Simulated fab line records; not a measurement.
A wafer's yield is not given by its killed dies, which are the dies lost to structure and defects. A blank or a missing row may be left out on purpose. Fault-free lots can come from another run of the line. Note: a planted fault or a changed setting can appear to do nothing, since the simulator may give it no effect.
A lot that was struck, set against a sound lot || flow nand-harc || 14 out of 1302 route steps
Sound: the wafers L463.1, L463.4, L463.5. The struck wafers were L464.2, L464.3, L464.5. The cause is given at the end.
Order at every step that has rows: each side's tool, ch and its chambers, its first start. Under that, the readings that differ: sound wafers || struck wafers || difference of the means || sigmas: that difference in standard deviations of wafers without a fault.
alike: a reading whose means differ by less than 2 such deviations, as well as words and numbers matching on both sides. not compared: withheld readings; readings where some wafer has no value; bounds like >300 that might hide an equal value; numbers whose values overlap and for which the record gives no deviation.
A row with sigmas, a row that says differs or no value, or rows on one side alone: a step with any of these is where the two part. When numbers do not overlap yet have no deviation, they are printed without sigmas and do not part them. A reading missing from all wafers of one side parts the sides only when that side holds two or more wafers.

first, 2 steps without rows for these wafers: NHARC_A_SOURCE_PLATE_CVD_03 (deposits poly-Si, target thk 200 nm, time 4000 s); NHARC_A_SOURCE_PLATE_ANNEAL_05 (time 1800 s).
NHARC_A_SOURCE_PLATE_THK_MEAS_06: measures by ellipsometry.
  sound on film-metro-01 at day 12 07:02; struck on film-metro-02 at day 12 15:09
  alike: thk-nm
NHARC_A_SOURCE_PLATE_INSPECT_08:
  sound on defect-inspect-01 at day 12 07:05; struck on defect-inspect-02 at day 12 15:14
  alike: raw-defect-count
then, 1 step without rows for these wafers: NHARC_A_ONON_D1_DEP_00 (target thk 1000 nm).
NHARC_A_ONON_D1_THK_MEAS_02: measures by ellipsometry.
  sound on film-metro-01 at day 12 07:40; struck on film-metro-01 at day 12 15:49
  alike: thk-nm
then, 1 step without rows for these wafers: NHARC_A_ONON_D1_DEP_03 (target thk 1000 nm).
NHARC_A_ONON_D1_THK_MEAS_05: measures by ellipsometry.
  sound on film-metro-01 at day 12 08:14; struck on film-metro-02 at day 12 16:23
  alike: thk-nm
then, 1 step without rows for these wafers: NHARC_A_ONON_D1_DEP_06 (target thk 1000 nm).
NHARC_A_ONON_D1_THK_MEAS_08: measures by ellipsometry.
  sound on film-metro-02 at day 12 08:49; struck on film-metro-02 at day 12 16:56
  alike: thk-nm
NHARC_A_ONON_D1_DEP_09: target thk 1000 nm.
  sound on pecvd-onon-04 ch 0, day 12 08:52; struck on pecvd-onon-02 ch 0, day 12 17:03
  alike: sih4-flow-sccm
NHARC_A_ONON_D1_THK_MEAS_11: measures by ellipsometry.
  sound on film-metro-01 at day 12 09:23; struck on film-metro-01 at day 12 17:30
{"reading": "thk-nm (nm)", "sound": "1005 1004 1004", "struck": "1731 1728 1730", "difference": "+725", "sigmas": "+91"}
then, 1 step without rows for these wafers: NHARC_A_ONON_D1_DEP_12 (target thk 1000 nm).
-- the record jumps here: 17 days lie between the struck wafers' starts before and after (it left off in module A_ONON_D1 and takes up again in module END, whose first step shown is number 1302 of the route) --
NHARC_END_SORT_01:
  the record has rows for the struck wafers here (prober-02 ch 0, day 30 05:21) and none for the sound ones

## WHERE THEY PART
Earliest at NHARC_A_ONON_D1_THK_MEAS_11; latest, in this record, at NHARC_END_SORT_01.

WHY: whatever the simulator had introduced
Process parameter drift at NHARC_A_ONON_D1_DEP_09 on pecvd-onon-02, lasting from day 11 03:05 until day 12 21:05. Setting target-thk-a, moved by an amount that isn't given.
